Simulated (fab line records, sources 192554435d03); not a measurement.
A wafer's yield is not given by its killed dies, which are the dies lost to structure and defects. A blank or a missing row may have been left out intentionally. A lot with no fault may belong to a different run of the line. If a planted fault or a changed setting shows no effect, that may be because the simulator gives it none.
Chamber matching | flow n5 finfet | rie diel-06 running N5_GATE_CUT_STRIP_41: 4 sister chambers
The step strips in CF4. 20 wafers are shown with their chamber, then 10 later ones without.

WAFERS, EACH WITH ITS CHAMBER
wafer  | chamber | showerhead plenum p Torr (Torr) | throttle valve pct (%) | oes product au (a.u.)
L074.2 | 3       | 1.85                            | 13.45                  | 0.184
L074.4 | 2       | 1.89                            | 13.30                  | 0.211
L074.5 | 1       | 1.76                            | 13.16                  | 0.212
L075.1 | 3       | 1.85                            | 13.45                  | 0.181
L075.3 | 1       | 1.76                            | 13.16                  | 0.211
L075.6 | 1       | 1.76                            | 13.15                  | 0.213
L079.1 | 1       | 1.76                            | 13.17                  | 0.203
L079.4 | 2       | 1.89                            | 13.30                  | 0.197
L079.6 | 1       | 1.76                            | 13.18                  | 0.206
L081.2 | 1       | 1.75                            | 13.19                  | 0.202
L081.3 | 3       | 1.85                            | 13.48                  | 0.185
L081.4 | 2       | 1.89                            | 13.32                  | 0.197
L083.1 | 2       | 1.89                            | 13.33                  | 0.199
L083.3 | 1       | 1.75                            | 13.22                  | 0.201
L083.6 | 1       | 1.75                            | 13.21                  | 0.204
L084.1 | 0       | 1.71                            | 13.70                  | 0.171
L084.5 | 0       | 1.71                            | 13.70                  | 0.172
L084.6 | 3       | 1.85                            | 13.48                  | 0.181
L085.4 | 0       | 1.71                            | 13.69                  | 0.161
L085.5 | 1       | 1.75                            | 13.20                  | 0.205

SIGNATURES, as means of the wafers listed above
reading                  | chamber 0 | chamber 1 | chamber 2 | chamber 3 | scatter within a chamber
showerhead plenum p Torr | 1.7100    | 1.7556    | 1.8900    | 1.8500    | 0.00373
throttle valve pct       | 13.6967   | 13.1822   | 13.3125   | 13.4650   | 0.02
oes product au           | 0.16800   | 0.20633   | 0.20100   | 0.18275   | 0.00492
Rule: for each reading, subtract the chamber's mean from the wafer's reading, divide by that reading's scatter and square the result; add these up over the readings and take the root, which gives the wafer's distance from the chamber. The wafer belongs to the nearest chamber; if the next one is less than 2 further off, it can't be placed. The scatter: the root of (the sum of the squares of (reading less its chamber's mean) over the shown wafers, divided by (wafers less chambers)).

WAFERS WITH NO CHAMBER GIVEN
wafer  | showerhead plenum p Torr (Torr) | throttle valve pct (%) | oes product au (a.u.)
L085.6 | 1.71                            | 13.70                  | 0.163
L093.1 | 1.85                            | 13.52                  | 0.173
L093.3 | 1.71                            | 13.73                  | 0.165
L093.4 | 1.75                            | 13.23                  | 0.198
L094.1 | 1.71                            | 13.74                  | 0.170
L094.5 | 1.71                            | 13.75                  | 0.169
L094.6 | 1.84                            | 13.53                  | 0.179
L097.2 | 1.75                            | 13.27                  | 0.195
L097.3 | 1.71                            | 13.76                  | 0.166
L097.6 | 1.75                            | 13.25                  | 0.201

WHICH CHAMBER EACH ONE RAN IN
wafer  | from the rows above | in truth
L085.6 | 0                   | 0
L093.1 | 3                   | 3
L093.3 | 0                   | 0
L093.4 | 1                   | 1
L094.1 | 0                   | 0
L094.5 | 0                   | 0
L094.6 | 3                   | 3
L097.2 | 1                   | 1
L097.3 | 0                   | 0
L097.6 | 1                   | 1
Placed correctly: 10 of 10. Left unplaced by these rows: 0. Wrongly placed: 0.
